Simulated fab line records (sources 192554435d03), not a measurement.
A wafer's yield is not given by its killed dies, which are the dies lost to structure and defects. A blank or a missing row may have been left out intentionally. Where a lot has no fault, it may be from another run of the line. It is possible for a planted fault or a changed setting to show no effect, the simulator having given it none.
A single fault, viewed from 2 desks / flow n5 finfet / only its own numbers are on each desk; what lay behind them is given at the end

## METROLOGY DESK
What the gauges read for every lot (on any tool): the sampled wafers with a number, averaged. A lot is out of limits, marked OUT, if its mean lies more than 4 standard deviations from the usual mean; the brackets give that distance.
Columns: A = M8_THK at N5_BEOL_M8_THK_MEAS_53, usual 81.0 nm
lot=L262; first seen here=day 9 07:23; A=80.2
lot=L263; first seen here=day 9 15:49; A=79.3
lot=L265; first seen here=day 9 21:52; A=80.0
lot=L266; first seen here=day 10 07:19; A=77.7
lot=L267; first seen here=day 10 18:01; A=78.9
lot=L268; first seen here=day 10 19:32; A=79.8
lot=L270; first seen here=day 11 15:01; A=81.7
lot=L271; first seen here=day 11 15:41; A=79.5
lot=L281; first seen here=day 15 02:20; A=81.4
lot=L282; first seen here=day 15 06:37; A=83.6
lot=L285; first seen here=day 15 10:50; A=80.2
lot=L284; first seen here=day 15 13:34; A=82.1
Result from this desk: across the 12 lots, nothing is out of limits.

## FOR THE TOOL OWNER'S DESK: pecvd-03
The tool's own readings at N5_BEOL_M9_ILD_DEP_00 (deposits SiCOH lowk from DEMS/porogen, target thk 308.51 nm, time 58 s): means of the sampled wafers that have a number, for each lot that ran on this tool. A lot is out of limits, marked OUT, if its mean lies more than 4 standard deviations from the usual mean; the brackets give that distance.
Columns: A = heater power w at N5_BEOL_M9_ILD_DEP_00, usual 306 W; B = showerhead plenum p Torr at N5_BEOL_M9_ILD_DEP_00, usual 5.742 Torr; C = susceptor temp C at N5_BEOL_M9_ILD_DEP_00, usual 300.00 C; D = throttle valve pct at N5_BEOL_M9_ILD_DEP_00, usual 13.5 %
lot=L265; first seen here=day 9 22:03; A=390; B=5.728; C=299.95; D=14.2
lot=L267; first seen here=day 10 18:12; A=305; B=5.757; C=300.02; D=13.1
lot=L270; first seen here=day 11 15:13; A=342; B=5.738; C=299.65; D=13.4
lot=L271; first seen here=day 11 15:52; A=357; B=5.742; C=299.19 (-4.5) OUT; D=14.2
lot=L282; first seen here=day 15 06:49; A=275; B=5.748; C=300.03; D=13.2
lot=L284; first seen here=day 15 13:46; A=381; B=5.727; C=300.08; D=13.0
Finding of this desk: L271 out of limits; the first was L271 at day 11 15:52, on susceptor temp C at N5_BEOL_M9_ILD_DEP_00. In limits: L265, L267, L270, L282, L284.

## ALL TOGETHER
An alarm could have come from the tool owner's desk at day 11 15:52, on L271.
Nothing out of limits was seen by the metrology desk.
The metrology desk has L271 on record, within its limits.
All the named lots went through N5_BEOL_M9_ILD_DEP_00 on pecvd-03.

## WHAT HAD BEEN PUT IN BY THE SIMULATOR
pecvd-03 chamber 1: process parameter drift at N5_BEOL_M9_ILD_DEP_00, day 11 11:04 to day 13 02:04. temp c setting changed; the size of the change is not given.
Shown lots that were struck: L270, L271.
How many hours passed from the start of the fault until each desk's first out-of-limits reading: the tool owner's desk, 5.
